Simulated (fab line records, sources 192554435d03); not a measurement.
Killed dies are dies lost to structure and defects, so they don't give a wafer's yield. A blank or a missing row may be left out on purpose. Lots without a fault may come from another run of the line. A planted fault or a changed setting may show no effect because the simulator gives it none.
One fault seen from 2 desks | flow n5_finfet | each desk has only its own numbers; what lay behind them comes last

THE DEFECT DESK
What the inspections along the route counted, lot by lot: means of the sampled wafers that have a number. A lot is out of limits, marked OUT, if its mean lies more than 4 standard deviations from the usual mean; the brackets give that distance.
Columns: A = raw_defect_count at N5_FIN_CUT_INSPECT_17, usual 235; B = raw_defect_count at N5_STI_FIN_REVEAL_INSPECT_13, usual 12
lot  | first seen here | A   | B
L289 | day 2 05:24     | 201 | 10
L290 | day 2 10:44     | 132 | 14
L292 | day 2 21:47     | 314 | 14
L294 | day 3 12:00     | 241 | 7
L295 | day 3 16:53     | 206 | 14
L296 | day 3 23:10     | 269 | 12
L301 | day 5 04:17     | 280 | 11
L302 | day 5 10:54     | 231 | 15
L303 | day 5 20:16     | 196 | 407 (+76) OUT
L307 | day 6 18:59     | 204 | 399 (+74) OUT
This desk's finding: out of limits on L303, L307; first on L303, day 6 05:04 (raw_defect_count at N5_STI_FIN_REVEAL_INSPECT_13). In limits: L289, L290, L292, L294, L295, L296, L301, L302.

THE METROLOGY DESK
What the gauges read, lot by lot, whatever tool the lot ran on: means of the sampled wafers that have a number. A lot is out of limits, marked OUT, if its mean lies more than 4 standard deviations from the usual mean; the brackets give that distance. Of its 10 readings 7 are shown: those that lie furthest out on some lot.
Columns: A = DIBL_N at N5_BEOL_M4_RC_MEAS_101, usual 36.0 mV/V; B = DIBL_P at N5_BEOL_M4_RC_MEAS_101, usual 35.8 mV/V; C = ION_P at N5_BEOL_M4_RC_MEAS_101, usual 460 uA/um; D = SS_N at N5_BEOL_M4_RC_MEAS_101, usual 71.5 mV/dec; E = SS_P at N5_BEOL_M4_RC_MEAS_101, usual 73.2 mV/dec; F = VT_N at N5_BEOL_M4_RC_MEAS_101, usual 250 mV; G = VT_P at N5_BEOL_M4_RC_MEAS_101, usual -251 mV
lot  | first seen here | A    | B    | C   | D    | E    | F   | G
L290 | day 8 07:37     | 35.1 | 33.2 | 455 | 71.1 | 72.5 | 253 | -255
L292 | day 8 09:44     | 37.6 | 37.3 | 461 | 71.9 | 73.3 | 248 | -247
L289 | day 8 10:06     | 36.6 | 36.9 | 467 | 71.4 | 73.3 | 249 | -247
L295 | day 9 08:45     | 36.6 | 37.9 | 454 | 71.6 | 73.7 | 249 | -251
L294 | day 9 08:49     | 34.3 | 35.2 | 457 | 71.4 | 73.0 | 250 | -255
L296 | day 9 17:07     | 36.3 | 37.0 | 466 | 72.3 | 73.6 | 249 | -252
L301 | day 10 21:58    | 34.9 | 35.2 | 457 | 71.6 | 73.0 | 252 | -251
L302 | day 11 15:01    | 35.5 | 35.3 | 461 | 70.8 | 72.9 | 252 | -251
L303 | day 11 21:53    | 36.4 | 36.6 | 457 | 71.6 | 73.1 | 251 | -254
L307 | day 12 10:33    | 35.0 | 35.6 | 451 | 71.8 | 73.2 | 254 | -257
This desk's finding: nothing out of limits on any of the 10 lots.

PUT TOGETHER
The defect desk could have raised an alarm at day 6 05:04, on L303, L307.
The metrology desk saw nothing out of limits.
The metrology desk has L303, L307 on record, within its limits.
Of the lots named, all ran N5_STI_FIN_REVEAL_STRIP_16 on wet_bench-06.

WHAT THE SIMULATOR HAD PUT IN
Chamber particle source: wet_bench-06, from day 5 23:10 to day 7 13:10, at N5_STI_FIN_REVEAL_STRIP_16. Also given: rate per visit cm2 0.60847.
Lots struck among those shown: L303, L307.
Hours from the fault's start to each desk's first reading out of limits: the defect desk, 6.
